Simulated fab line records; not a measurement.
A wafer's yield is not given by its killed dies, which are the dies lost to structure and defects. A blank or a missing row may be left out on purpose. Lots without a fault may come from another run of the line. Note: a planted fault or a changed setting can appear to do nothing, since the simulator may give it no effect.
Which tool was responsible? -- flow nand-harc -- 33 wafers from 11 lots sampled at 6 of the route's 1159 steps

WHAT THE GAUGES SHOWED, per wafer
NHARC_A_CHANNEL_HOLE_D1_INSPECT_40.
lot,measured,on,raw-defect-count
L974,day 8 11:48,defect-inspect-02,44 44 48
L973,day 8 12:01,defect-inspect-01,33 45 48
L975,day 9 12:08,defect-inspect-02,65 67 73
L977,day 9 17:15,defect-inspect-01,58 60 42
L980,day 10 07:03,defect-inspect-02,60 70 61
L981,day 10 18:16,defect-inspect-01,112 72 93
L983,day 11 03:26,defect-inspect-02,750 772 699
L987,day 12 09:19,defect-inspect-02,681 712 696
L985,day 12 13:46,defect-inspect-02,49 50 35
L992,day 13 07:51,defect-inspect-02,82 73 62
L996,day 14 11:34,defect-inspect-01,63 67 64

NHARC_END_SORT_01.
lot,measured,on,killed-at-array,killed-at-other,killed-at-periphery,killed-dies,killed-open,killed-short
L980,day 21 01:55,prober-01,37 43 37,0 0 0,0 3 2,37 46 39,3 4 3,2 3 0
L983,day 22 01:53,prober-01,101 98 84,0 0 0,1 1 0,102 99 84,2 4 1,3 1 1
L987,day 23 21:31,prober-02,100 87 81,0 1 0,4 4 4,104 92 85,5 4 4,2 2 0

WHICH TOOL RAN EACH LOT (tool, then ch and the chambers of the sampled wafers, then the start)
lot,NHARC_A_CHANNEL_HOLE_D1_ETCH_34,NHARC_A_CHANNEL_HOLE_D1_ETCH_21,NHARC_A_CHANNEL_HOLE_D1_STRIP_27,NHARC_A_CHANNEL_FILL_D1_ALD_15
L974,"rie-diel-08 ch 0,1,3, day 8 06:31 or earlier","har-etch-01 ch 0,1, day 8 06:31","rie-diel-09 ch 1,2,3, day 8 11:48 or earlier","ald-sin-batch-02 ch 0, no start"
L973,"rie-diel-09 ch 0,1,2, day 8 06:42 or earlier","har-etch-02 ch 0,1, day 8 06:42","rie-diel-08 ch 0,1,3, day 8 12:01 or earlier","ald-sin-batch-02 ch 0, no start"
L975,"rie-diel-08 ch 0,2, day 9 06:52 or earlier","har-etch-01 ch 0,1, day 9 06:52","rie-diel-09 ch 0,2, day 9 12:08 or earlier","ald-sin-batch-03 ch 0, no start"
L977,"rie-diel-08 ch 1,2,3, day 9 12:08 or earlier","har-etch-02 ch 0,1, day 9 12:08","rie-diel-08 ch 0,1,2, day 9 17:15 or earlier","ald-sin-batch-01 ch 0, no start"
L980,"rie-diel-08 ch 0,2,3, day 10 01:53 or earlier","har-etch-01 ch 0,1, day 10 01:53","rie-diel-10 ch 0,1,2, day 10 07:03 or earlier","ald-sin-batch-03 ch 0, day 21 01:55 or earlier"
L981,"rie-diel-10 ch 1,2,3, day 10 13:00 or earlier","har-etch-01 ch 0,1, day 10 13:00","rie-diel-08 ch 1,2, day 10 18:16 or earlier","ald-sin-batch-01 ch 0, no start"
L983,"rie-diel-08 ch 0,1,2, day 10 22:08 or earlier","har-etch-01 ch 0,1, day 10 22:08","rie-diel-10 ch 0,3, day 11 03:26 or earlier","ald-sin-batch-02 ch 0, day 22 01:53 or earlier"
L987,"rie-diel-08 ch 0,1,2, day 12 03:59 or earlier","har-etch-01 ch 0,1, day 12 03:59","rie-diel-10 ch 0,2,3, day 12 09:19 or earlier","ald-sin-batch-02 ch 0, day 23 21:31 or earlier"
L985,"rie-diel-10 ch 0,1,3, day 12 08:33 or earlier","har-etch-02 ch 1, day 12 08:33","rie-diel-10 ch 0,3, day 12 13:46 or earlier","ald-sin-batch-01 ch 0, no start"
L992,"rie-diel-09 ch 0,2,3, day 13 02:39 or earlier","har-etch-02 ch 0,1, day 13 02:39","rie-diel-08 ch 1,2,3, day 13 07:51 or earlier","ald-sin-batch-01 ch 0, no start"
L996,"rie-diel-08 ch 0,2,3, day 14 06:23 or earlier","har-etch-02 ch 0,1, day 14 06:23","rie-diel-10 ch 0,1,2, day 14 11:34 or earlier","ald-sin-batch-01 ch 0, no start"
- NHARC_A_CHANNEL_HOLE_D1_ETCH_34: etches the open film in CF4/CHF3, target depth 154 nm, time 77 s.
- NHARC_A_CHANNEL_HOLE_D1_ETCH_21: etches the open film in C4F8/O2/Ar, time 514.3 s, target depth 1600 nm.
- NHARC_A_CHANNEL_HOLE_D1_STRIP_27: strips in O2.
- NHARC_A_CHANNEL_FILL_D1_ALD_15: deposits SiNx, target thk 2 nm, pulse time 60 s, ald cycles 19.

WHAT THE TOOLS THEMSELVES READ (means of the sampled wafers that have a number; where no wafer has one, the mark that the record gives instead)
NHARC_A_CHANNEL_HOLE_D1_ETCH_34.
lot,tool,chf3-flow-sccm (sccm),drypump-motor-current-A (A),oes-product-au (a.u.),rf-vpp-V (V),showerhead-plenum-p-Torr (Torr),throttle-valve-pct (%)
L974,rie-diel-08,30.03,5.8,0.953,370.1,1.55,16.804
L973,rie-diel-09,29.85,5.6,0.922,370.9,1.61,16.804
L975,rie-diel-08,29.88,5.7,0.906,369.7,1.53,16.797
L977,rie-diel-08,30.07,5.7,0.928,369.7,1.53,16.802
L980,rie-diel-08,30.01,5.7,0.913,370.3,1.56,16.795
L981,rie-diel-10,30.03,6.1,0.968,372.6,1.63,16.804
L983,rie-diel-08,30.04,5.8,0.940,368.7,1.53,16.806
L987,rie-diel-08,30.10,5.8,0.956,369.2,1.53,16.806
L985,rie-diel-10,30.02,6.0,0.929,372.6,1.64,16.805
L992,rie-diel-09,30.10,5.5,0.904,371.6,1.61,16.801
L996,rie-diel-08,30.01,5.7,0.956,370.2,1.56,16.806

NHARC_A_CHANNEL_HOLE_D1_ETCH_21.
lot,tool,drypump-motor-current-A (A),showerhead-plenum-p-Torr (Torr),throttle-valve-pct (%)
L974,har-etch-01,5.8,3.79,32.149
L973,har-etch-02,5.7,3.88,32.145
L975,har-etch-01,5.6,3.77,32.143
L977,har-etch-02,5.8,3.87,32.154
L980,har-etch-01,5.6,3.76,32.157
L981,har-etch-01,5.9,3.78,32.157
L983,har-etch-01,5.6,3.76,32.163
L987,har-etch-01,5.9,3.77,32.154
L985,har-etch-02,5.9,3.86,32.154
L992,har-etch-02,5.7,3.85,32.157
L996,har-etch-02,5.7,3.84,32.153

NHARC_A_CHANNEL_HOLE_D1_STRIP_27.
lot,tool,drypump-motor-current-A (A),oes-product-au (a.u.),rf-vpp-V (V),showerhead-plenum-p-Torr (Torr),throttle-valve-pct (%)
L974,rie-diel-09,5.8,1.002,57.5,3.54,17.027
L973,rie-diel-08,5.8,0.999,57.8,3.48,17.034
L975,rie-diel-09,5.2,1.007,58.2,3.69,17.039
L977,rie-diel-08,5.8,0.988,57.5,3.43,17.032
L980,rie-diel-10,5.8,1.010,58.7,3.60,17.035
L981,rie-diel-08,5.7,0.984,58.0,3.38,17.039
L983,rie-diel-10,6.3,1.018,58.5,3.71,17.032
L987,rie-diel-10,6.1,1.001,58.4,3.64,17.035
L985,rie-diel-10,6.3,1.020,58.2,3.71,17.038
L992,rie-diel-08,5.7,0.993,57.4,3.43,17.039
L996,rie-diel-10,5.8,1.004,57.5,3.60,17.034

NHARC_A_CHANNEL_FILL_D1_ALD_15.
lot,tool,precursor-pulse-height-rel
L974,ald-sin-batch-02,1.020
L973,ald-sin-batch-02,1.007
L975,ald-sin-batch-03,0.994
L977,ald-sin-batch-01,0.999
L980,ald-sin-batch-03,0.991
L981,ald-sin-batch-01,0.993
L983,ald-sin-batch-02,0.985
L987,ald-sin-batch-02,0.992
L985,ald-sin-batch-01,0.984
L992,ald-sin-batch-01,0.994
L996,ald-sin-batch-01,0.990

THE ANSWER, worked out from the rows above alone
Rule: what is usual is taken from the lots themselves. The widest of any qualifying gaps counts: lots, ordered by their means at a reading, are off when they make up no more than a third of the lots, leave a main group of 4 or more, and stand apart from it by 3 or more times the standard deviation of that group's means. A main group is skipped when, at the precision printed for the reading in the tables above, its means are all equal. Also off: a lot with no number at a reading for which 4 or more lots have one. Any other lot the step has rows for is counted as sound. The gauges are gone through in route order, then the tools' own readings, and for those a lot's mean is taken as printed above. The first step at which some lot is off is used, and at that step the reading that is off furthest; a lot without a number counts as furthest.
Off: L983, L987, at NHARC_A_CHANNEL_HOLE_D1_INSPECT_40 (raw-defect-count). For the main group the mean is 61 and the standard deviation 15.
A tool fits if, at a process step before that reading, it ran every lot that is off, and no sound lot after the first of them. Those tools and the gauges at NHARC_A_CHANNEL_HOLE_D1_INSPECT_40 are tried in the same way. NHARC_A_CHANNEL_HOLE_D1_ETCH_34 gives no start for some lots, so the hours and the order of its lots are those of NHARC_A_CHANNEL_HOLE_D1_ETCH_21. NHARC_A_CHANNEL_HOLE_D1_STRIP_27 gives no start for some lots, so the hours and the order of its lots are those of NHARC_A_CHANNEL_HOLE_D1_INSPECT_40. One fits: NHARC_A_CHANNEL_HOLE_D1_ETCH_21 on har-etch-01. A fault onset in the window from L981 (day 10 13:00, its last sound lot) to L983 (day 10 22:08, its first lot off) fits.

WHAT THE SIMULATOR HAD INSERTED
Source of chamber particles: har-etch-01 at NHARC_A_CHANNEL_HOLE_D1_ETCH_21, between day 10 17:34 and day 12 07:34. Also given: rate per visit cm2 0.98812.
Lots struck among those shown: L983, L987. The rule given above showed the same thing.
